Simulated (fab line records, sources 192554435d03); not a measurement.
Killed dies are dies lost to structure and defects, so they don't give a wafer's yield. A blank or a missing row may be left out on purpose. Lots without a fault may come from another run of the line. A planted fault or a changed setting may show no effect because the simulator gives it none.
fab line records | flow n5_finfet
record lots=7 wafers=21
route steps=1938 shown BEOL_M14@1722 BEOL_M15@1776 TV_OPEN@1888 PASSIVATION@1916
start_h: hours from the record's first day to the start of the lot's first wafer shown | wait_h: hours since the lot's step before | " the same as in the row above | L1.1+2: a row that stands for several wafers | - no value, or no start given | * or withheld: withheld | < > ~ a bound
route shown NAME@n: a module of which the file shows steps, and the number in the route of the first | usual: mean/standard deviation of fault-free wafers | same: alike in all rows | chamber/n: place in a boat | sites: the reading at each site | _std_site: their standard deviation | _edge_site: outer sites' mean less inner sites' | radius_mm: how far each site lies from the wafer's centre | mask NAME#n: copy n | behind: the tool/chamber that last shaped the wafer | hold: why the lot was held/for how many hours/how that ended | device: the transistor (n, p or np) that didn't switch | end of line: the same wafers' tests at the end of the route | a step without rows: its recipe alone | killed: dies lost to structure and defects at the first sort, not the wafer's yield | map: a wafer's dies, x killed, . not, _ none there
set.NAME: the setting as run; set.NAME@STEP: as run at that earlier step | model.NAME: the simulator's own value behind a step, which no gauge read
lots whose settings were changed on purpose; a table a step, a row a wafer
## steps
# step N5_BEOL_M14_EXPOSE_07
# recipe mask_id=V13 na=0.8 source_shape=annular sigma_inner=0.5 sigma_outer=0.8 polarization=unpolarized attpsm_phase_deg=180 dose_mj=57
# columns lot.wafer tool chamber start_h wait_h mask set.dose_mj
L075.1+2+4 krf_scanner-02 0 270.88 - V13#0 57
L086.2+3+4 krf_scanner-02 0 347.41 - V13#0 57
L087.2+4 krf_scanner-02 0 348.51 - V13#0 57
L087.5 " 0 " " V13#0 58.66
L092.2+3+5 krf_scanner-02 0 361.14 - V13#0 57
L090.1+3+4 krf_scanner-01 0 365.34 - V13#0 57
L091.1+3+5 krf_scanner-02 0 368.90 - V13#0 57
L093.1+4+5 krf_scanner-02 0 376.00 - V13#0 57
# step N5_BEOL_M14_PEB_08
# recipe peb_temp_c=130 peb_time_s=90
# step N5_BEOL_M14_DEVELOP_09
# recipe develop_time_s=45 rinse_liquid=diw dry=air_spin dev_temp_c=21
# step N5_BEOL_M14_DESCUM_15
# recipe chemistry=O2 time_s=7.9 source_power_w=50 bias_power_w=20 pressure_mtorr=20 rf_frequency_hz=2.712e+07 temp_c=40 o2_flow_sccm=225
# step N5_BEOL_M14_ETCH_59
# recipe chemistry=N2/H2 target=BARC target_depth_a=890 overetch_a=267 time_s=67.9 ion_energy_ev=200 pressure_mtorr=30 source_w=840 bias_w=150 n2_flow_sccm=200 h2_flow_sccm=200
# step N5_BEOL_M14_VIA_ETCH_16
# recipe chemistry=C4F8/O2/Ar target=SiO2 he_inner_torr=15 he_outer_torr=30 target_depth_a=12313 time_s=withheld ion_energy_ev=800 pressure_mtorr=20 source_w=1905 bias_w=2040 Ar_flow_sccm=400 C4F8_flow_sccm=16 O2_flow_sccm=12 ends=cleared
# columns lot.wafer tool chamber start_h wait_h set.time_s@BEOL_M14_ILD_DEP_00 model.etch.depth_nm model.coat_of_BEOL_M14_COAT_04.thk_nm
L075.1 rie_diel-03 0 271.61 0.0 * 1096 456.4
L075.2 " 3 " " * 1135 454.2
L075.4 " 2 " " * 1113 460.4
L086.2 rie_diel-03 2 347.77 0.0 * 1081 464.2
L086.3 " 1 " " * 1103 453.2
L086.4 " 0 " " * 1119 445.8
L087.2 rie_diel-01 1 349.26 0.1 * 1037 466.4
L087.4 " 2 " " * 1053 462
L087.5 " 2 " " * 1145 440.6
L092.2 rie_diel-01 3 361.49 0.0 * 1125 450
L092.3 " 0 " " * 1114 457.8
L092.5 " 0 " " * 1133 454.2
L090.1 rie_diel-01 1 365.92 0.0 * 1202 428.4
L090.3 " 2 " " * 1200 431
L090.4 " 0 " " * 1231 432.4
L091.1 rie_diel-03 2 369.25 0.0 * 1245 430.4
L091.3 " 3 " " * 1242 427.6
L091.5 " 3 " " * 1122 459
L093.1 rie_diel-01 1 376.35 0.0 * 1100 454.6
L093.4 " 1 " " * 1175 437
L093.5 " 3 " " * 1121 454.8
# step N5_BEOL_M15_COAT_04
# recipe spin_rpm=1704 resist_thk_nm=800
# columns lot.wafer tool chamber start_h wait_h set.spin_rpm model.coat_of_BEOL_M15_COAT_04.thk_nm
L075.1 litho_track-03 0 - - 1611 823.8
L075.2 " 0 " " 1704 798.4
L075.4 " 0 " " 1704 801.4
L086.2 litho_track-01 0 - - 1704 798.4
L086.3 " 0 " " 1704 799.4
L086.4 " 0 " " 1704 799
L087.2 litho_track-03 0 - - 1704 799.2
L087.4 " 0 " " 1528 843.4
L087.5 " 0 " " 1528 843
L092.2 litho_track-01 0 - - 1879 759.2
L092.3 " 0 " " 1704 797.2
L092.5 " 0 " " 1704 798.8
L090.1 litho_track-03 0 - - 1704 800
L090.3 " 0 " " 1544 840.2
L090.4 " 0 " " 1704 799.8
L091.1 litho_track-03 0 - - 1704 797
L091.3 " 0 " " 1704 797.4
L091.5 " 0 " " 1704 801
L093.1 litho_track-03 0 - - 1704 801.8
L093.4 " 0 " " 1704 801
L093.5 " 0 " " 1704 799.4
# step N5_BEOL_M15_EBR_06
# recipe solvent=PGMEA ebr_width_mm=1.5
# step N5_BEOL_M15_SOFTBAKE_05
# recipe temp_c=130 time_s=60
# step N5_BEOL_M15_DESCUM_15
# recipe chemistry=O2 time_s=7.9 source_power_w=50 bias_power_w=20 pressure_mtorr=20 rf_frequency_hz=2.712e+07 temp_c=40 o2_flow_sccm=225
# step N5_BEOL_M15_ETCH_59
# recipe chemistry=N2/H2 target=BARC target_depth_a=890 overetch_a=267 time_s=67.9 ion_energy_ev=200 pressure_mtorr=30 source_w=840 bias_w=150 n2_flow_sccm=200 h2_flow_sccm=200
# columns lot.wafer tool chamber start_h wait_h set.spin_rpm@BEOL_M15_COAT_04 model.coat_of_BEOL_M15_COAT_04.thk_nm
L075.1 rie_diel-05 1 278.59 0.0 1611 745
L075.2 " 2 " " 1704 715.6
L075.4 " 3 " " 1704 718.2
L086.2 rie_diel-04 2 352.98 0.0 1704 716.6
L086.3 " 0 " " 1704 716
L086.4 " 0 " " 1704 715.4
L087.2 rie_diel-05 2 354.38 0.0 1704 716.8
L087.4 " 1 " " 1528 764
L087.5 " 0 " " 1528 760.2
L092.2 rie_diel-05 2 365.69 0.0 1879 676.4
L092.3 " 1 " " 1704 717.8
L092.5 " 0 " " 1704 716
L090.1 rie_diel-04 1 371.13 0.0 1704 718.2
L090.3 " 3 " " 1544 758.6
L090.4 " 0 " " 1704 716.2
L091.1 rie_diel-02 3 374.81 0.0 1704 713.4
L091.3 " 1 " " 1704 712.4
L091.5 " 1 " " 1704 716
L093.1 rie_diel-05 3 382.86 0.0 1704 719.4
L093.4+5 " 3,2 " " 1704 717.8
# step N5_BEOL_M15_VIA_ETCH_16
# recipe chemistry=C4F8/O2/Ar target=SiO2 he_inner_torr=15 he_outer_torr=30 target_depth_a=17922 time_s=withheld ion_energy_ev=800 pressure_mtorr=20 source_w=1905 bias_w=2040 Ar_flow_sccm=400 C4F8_flow_sccm=16 O2_flow_sccm=12 ends=cleared
# columns lot.wafer tool chamber start_h wait_h set.spin_rpm@BEOL_M15_COAT_04 model.coat_of_BEOL_M15_COAT_04.thk_nm
L075.1 rie_diel-05 1 278.65 0.0 1611 341.2
L075.2 " 2 " " 1704 323.2
L075.4 " 3 " " 1704 329.8
L086.2 rie_diel-04 2 353.03 0.0 1704 342.2
L086.3 " 0 " " 1704 329
L086.4 " 0 " " 1704 330.8
L087.2 rie_diel-05 2 354.44 0.0 1704 337.6
L087.4 " 1 " " 1528 371.6
L087.5 " 0 " " 1528 376.4
L092.2 rie_diel-05 2 365.74 0.0 1879 298.6
L092.3 " 1 " " 1704 320.6
L092.5 " 0 " " 1704 345.4
L090.1 rie_diel-04 1 371.18 0.0 1704 348.4
L090.3 " 3 " " 1544 372.6
L090.4 " 0 " " 1704 329.2
L091.1 rie_diel-02 3 374.86 0.0 1704 333
L091.3 " 1 " " 1704 332.4
L091.5 " 1 " " 1704 325
L093.1 rie_diel-05 3 382.91 0.0 1704 331
L093.4 " 3 " " 1704 317
L093.5 " 2 " " 1704 330.8
# step N5_PASSIVATION_VIA_ETCH_13
# recipe chemistry=CHF3/O2 target=SiO2 target_depth_a=6600 CHF3_flow_sccm=50 O2_flow_sccm=5 Ar_flow_sccm=200 time_s=330 mask_material=PR pressure_mtorr=30 source_w=650 bias_w=170 ion_energy_ev=200 ends=cleared
# usual rf_vpp_V=528/8.8
# columns lot.wafer tool chamber start_h wait_h set.bias_w rf_vpp_V
L075.1 rie_diel-05 1 292.62 0.0 195.5 586
L075.2 " 2 " " 170 516
L075.4 " 2 " " 195.5 576
L086.2 rie_diel-02 3 363.40 0.0 170 526
L086.3 " 1 " " 170 529
L086.4 " 0 " " 170 530
L087.2 rie_diel-05 2 366.72 0.0 170 516
L087.4 " 3 " " 170 526
L087.5 " 0 " " 170 548
L092.2 rie_diel-02 2 380.73 0.0 170 534
L092.3 " 1 " " 177.9 549
L092.5 " 3 " " 170 526
L090.1 rie_diel-02 0 389.98 0.0 148.9 477
L090.3 " 2 " " 148.9 480
L090.4 " 3 " " 170 525
L091.1 rie_diel-02 1 390.47 0.0 170 529
L091.3 " 0 " " 170 530
L091.5 " 2 " " 170 536
L093.1 rie_diel-05 0 399.26 0.0 186.1 589
L093.4 " 0 " " 170 548
L093.5 " 3 " " 186.1 564
# step N5_PASSIVATION_PECVD_35
# recipe material=SiNx target_thk_a=7000 temp_c=400 precursor=SiH4/NH3/N2 pressure_torr=4.9 rf_w=1406 time_s=151.3
# columns lot.wafer tool chamber start_h wait_h set.time_s model.SiNx_of_PASSIVATION_PECVD_35.thk_nm
L075.1 pecvd-02 2 295.83 0.1 170.4 781.8
L075.2 " 0 " " 151.3 693.6
L075.4 " 0 " " 170.4 790.8
L086.2 pecvd-02 1 366.05 0.1 151.3 685.8
L086.3 " 0 " " 151.3 678
L086.4 " 1 " " 151.3 703.8
L087.2 pecvd-01 2 369.63 0.1 144.6 676.6
L087.4 " 2 " " 151.3 721.2
L087.5 " 1 " " 144.6 689.8
L092.2 pecvd-01 2 384.18 0.1 151.3 691
L092.3 " 2 " " 151.3 701.4
L092.5 " 2 " " 151.3 704.4
L090.1 pecvd-02 2 392.93 0.1 151.3 689.6
L090.3 " 0 " " 151.3 695.6
L090.4 " 0 " " 151.3 694.6
L091.1+5 pecvd-04 1,0 393.08 0.1 135.6 636.2
L091.3 " 2 " " 151.3 704.2
L093.1 pecvd-02 2 401.89 0.1 151.3 692.2
L093.4 " 1 " " 151.3 705
L093.5 " 2 " " 163.1 758
## key
split step=N5_BEOL_M14_EXPOSE_07 setting=dose_mj stated=57 by=wafer
response none clear
split step=N5_BEOL_M15_COAT_04 setting=spin_rpm stated=1704 by=wafer
response step=N5_BEOL_M15_COAT_04 reading=model.coat_of_BEOL_M15_COAT_04.thk_nm change=-4.13 per=1% r=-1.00
response step=N5_BEOL_M15_ETCH_59 reading=model.coat_of_BEOL_M15_COAT_04.thk_nm change=-4.32 per=1% r=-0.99
response step=N5_BEOL_M15_VIA_ETCH_16 reading=model.coat_of_BEOL_M15_COAT_04.thk_nm change=-3.41 per=1% r=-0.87
split step=N5_PASSIVATION_VIA_ETCH_13 setting=bias_w stated=170 by=wafer
response step=N5_PASSIVATION_VIA_ETCH_13 reading=rf_vpp_V change=+3.89 per=1% r=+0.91
split step=N5_PASSIVATION_PECVD_35 setting=time_s stated=151.3 by=wafer
response step=N5_PASSIVATION_PECVD_35 reading=model.SiNx_of_PASSIVATION_PECVD_35.thk_nm change=+7.22 per=1% r=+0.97
split outside_this_file step=N5_BEOL_M14_ILD_DEP_00 setting=time_s
# split outside_this_file: this setting was split too, and the file shows its column; the key of that split is in another file
